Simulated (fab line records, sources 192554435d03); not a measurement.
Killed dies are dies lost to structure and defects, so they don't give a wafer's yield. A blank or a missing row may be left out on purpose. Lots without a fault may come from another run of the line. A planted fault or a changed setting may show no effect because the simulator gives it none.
One fault seen from 2 desks | flow n5_finfet | each desk has only its own numbers; what lay behind them comes last

THE METROLOGY DESK
What the gauges read, lot by lot, whatever tool the lot ran on: means of the sampled wafers that have a number. A lot is out of limits, marked OUT, if its mean lies more than 4 standard deviations from the usual mean; the brackets give that distance. Of its 13 readings 7 are shown: the one that was out of limits first, and those that lie furthest out on some lot.
Columns: A = CJ_N at N5_BEOL_M4_RC_MEAS_101, usual 4.33; B = DIBL_N at N5_BEOL_M4_RC_MEAS_101, usual 35.8 mV/V; C = IOFF_N at N5_BEOL_M4_RC_MEAS_101, usual 0.151 nA/um; D = IOFF_N_85C at N5_BEOL_M4_RC_MEAS_101, usual 3.0 nA/um; E = IOFF_N_LIN at N5_BEOL_M4_RC_MEAS_101, usual 0.071 nA/um; F = ION_N at N5_BEOL_M4_RC_MEAS_101, usual 673 uA/um; G = SS_N at N5_BEOL_M4_RC_MEAS_101, usual 71.4 mV/dec
lot  | first seen here | A               | B               | C                       | D              | E                | F   | G
L541 | day 8 06:47     | 4.42            | 36.5            | 0.167                   | 3.2            | 0.078            | 676 | 71.5
L542 | day 9 03:01     | 4.32            | 36.9            | 0.158                   | 3.1            | 0.074            | 683 | 71.1
L545 | day 9 09:43     | 4.28            | 36.7            | 0.158                   | 3.1            | 0.075            | 673 | 71.3
L551 | day 10 19:15    | 4.45            | 40.7            | 0.638 (+22) OUT         | 9.1 (+17) OUT  | 0.084            | 688 | 78.1 (+12) OUT
L552 | day 11 01:07    | 4.82 (+5.4) OUT | 49.2 (+8.9) OUT | 2.782 (+99 or more) OUT | 31.9 (+83) OUT | 0.105 (+4.1) OUT | 683 | 96.9 (+47) OUT
L553 | day 11 13:58    | 4.38            | 37.9            | 0.169                   | 3.3            | 0.078            | 680 | 71.9
L557 | day 12 04:54    | 4.41            | 35.3            | 0.159                   | 3.1            | 0.074            | 672 | 71.3
L560 | day 13 05:35    | 4.25            | 35.0            | 0.147                   | 2.9            | 0.070            | 677 | 71.4
L559 | day 13 06:08    | 4.21            | 33.2            | 0.143                   | 2.8            | 0.067            | 674 | 71.7
This desk's finding: out of limits on L551, L552; first on L551, day 10 19:15 (IOFF_N at N5_BEOL_M4_RC_MEAS_101). In limits: L541, L542, L545, L553, L557, L560, L559.

THE TOOL OWNER'S DESK: rie_si-06
The tool's own readings at N5_SD_EPI_N_SD_RECESS_17 (chemistry HBr/Cl2/O2, target depth 41 nm, time 23.7 s, bt time 3 s): means of the sampled wafers that have a number, for each lot that ran on this tool. A lot is out of limits, marked OUT, if its mean lies more than 4 standard deviations from the usual mean; the brackets give that distance.
Columns: A = HBr_flow_sccm at N5_SD_EPI_N_SD_RECESS_17, usual 150.0 sccm; B = drypump_motor_current_A at N5_SD_EPI_N_SD_RECESS_17, usual 5.8 A; C = oes_product_au at N5_SD_EPI_N_SD_RECESS_17, usual 1.006 a.u.; D = rf_fwd_power_W at N5_SD_EPI_N_SD_RECESS_17, usual 795.5 W; E = throttle_valve_pct at N5_SD_EPI_N_SD_RECESS_17, usual 37.02 %
lot  | first seen here | A     | B   | C     | D     | E
L542 | day 3 08:08     | 150.1 | 5.9 | 1.006 | 799.3 | 37.04
L545 | day 4 04:30     | 149.9 | 6.0 | 0.993 | 797.0 | 37.00
L551 | day 5 18:24     | 149.9 | 5.8 | 1.007 | 799.3 | 37.06
L552 | day 5 22:06     | 150.2 | 5.9 | 1.015 | 796.3 | 36.87
This desk's finding: nothing out of limits on any of the 4 lots.

PUT TOGETHER
The metrology desk could have raised an alarm at day 10 19:15, on L551, L552.
The tool owner's desk saw nothing out of limits.
The tool owner's desk has L551, L552 on record, within its limits.
Of the lots named, all ran N5_SD_EPI_N_SD_RECESS_17 on rie_si-06.

WHAT THE SIMULATOR HAD PUT IN
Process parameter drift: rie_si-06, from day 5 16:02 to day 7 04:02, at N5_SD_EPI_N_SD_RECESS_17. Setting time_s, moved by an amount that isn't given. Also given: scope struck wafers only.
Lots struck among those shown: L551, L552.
Hours from the fault's start to each desk's first reading out of limits: the metrology desk, 123.
